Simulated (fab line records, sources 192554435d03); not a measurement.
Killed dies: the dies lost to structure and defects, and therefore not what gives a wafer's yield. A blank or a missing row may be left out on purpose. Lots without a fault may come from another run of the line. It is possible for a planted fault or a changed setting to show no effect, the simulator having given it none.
One fault through the eyes of 2 desks ; flow n5 finfet ; every desk sees just its own numbers, and what lay behind them comes last

AT THE TOOL OWNER'S DESK: cvd co-02
The tool's own readings at N5_BEOL_M0_CVD_115 (deposits Co from CCTBA/H2, time 120 s): means of the sampled wafers that have a number, for each lot that ran on this tool. The brackets show how far a lot's mean lies from the usual mean; more than 4 standard deviations puts the lot out of limits, marked OUT.
Columns: A = run length s at N5_BEOL_M0_CVD_115, usual 143.2 s
lot;first seen here;A
L483;day 7 05:17;143.2
L484;day 7 05:47;143.2
L488;day 7 11:34;143.1
L493;day 8 23:17;99.1 (-66) OUT
L496;day 9 08:37;98.8 (-66) OUT
This desk's finding: out of limits on L493, L496; first on L493, day 8 23:17 (run length s at N5_BEOL_M0_CVD_115). L483, L484, L488 stayed within limits.

AT THE METROLOGY DESK
What the gauges read, lot by lot, whatever tool the lot ran on: means of the sampled wafers that have a number. The brackets show how far a lot's mean lies from the usual mean; more than 4 standard deviations puts the lot out of limits, marked OUT. Of its 10 readings 7 are shown: those that lie furthest out on some lot.
Columns: A = DIBL_N at N5_BEOL_M4_RC_MEAS_101, usual 36.0 mV/V; B = DIBL_P at N5_BEOL_M4_RC_MEAS_101, usual 36.2 mV/V; C = IOFF_N at N5_BEOL_M4_RC_MEAS_101, usual 0.16 nA/um; D = IOFF_P at N5_BEOL_M4_RC_MEAS_101, usual 0.21 nA/um; E = SS_N at N5_BEOL_M4_RC_MEAS_101, usual 71.4 mV/dec; F = SS_P at N5_BEOL_M4_RC_MEAS_101, usual 73.3 mV/dec; G = VT_P at N5_BEOL_M4_RC_MEAS_101, usual -251 mV
lot;first seen here;A;B;C;D;E;F;G
L483;day 8 21:14;34.0;33.4;0.14;0.19;70.8;72.7;-251
L482;day 8 23:01;37.2;36.9;0.17;0.25;71.4;73.6;-247
L484;day 9 03:38;35.2;33.5;0.13;0.18;70.7;73.2;-252
L486;day 9 14:35;34.1;35.4;0.16;0.23;70.6;72.4;-246
L488;day 9 15:16;36.6;37.2;0.17;0.23;71.6;74.0;-248
L493;day 11 10:43;34.6;35.1;0.16;0.21;71.4;72.8;-250
L496;day 11 20:20;36.8;37.2;0.17;0.22;71.8;73.5;-250
L500;day 12 16:13;37.6;38.8;0.18;0.23;71.9;73.4;-249
L501;day 12 20:01;35.5;37.4;0.17;0.19;71.5;73.1;-254
L504;day 14 09:19;38.6;40.8;0.22;0.27;72.2;73.7;-248
This desk's verdict: no lot among the 10 shows anything out of limits.

TAKEN TOGETHER
The tool owner's desk had the chance to raise an alarm at day 8 23:17 on L493, L496.
The metrology desk saw nothing out of limits.
The metrology desk has L493, L496 on record, within its limits.
On cvd co-02, each named lot ran N5_BEOL_M0_CVD_115.

WHAT WAS PUT IN BY THE SIMULATOR
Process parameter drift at N5_BEOL_M0_CVD_115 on cvd co-02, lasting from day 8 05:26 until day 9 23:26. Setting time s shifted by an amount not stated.
Lots struck among those shown: L493, L496.
How many hours passed from the start of the fault until each desk's first out-of-limits reading: the tool owner's desk, 18.
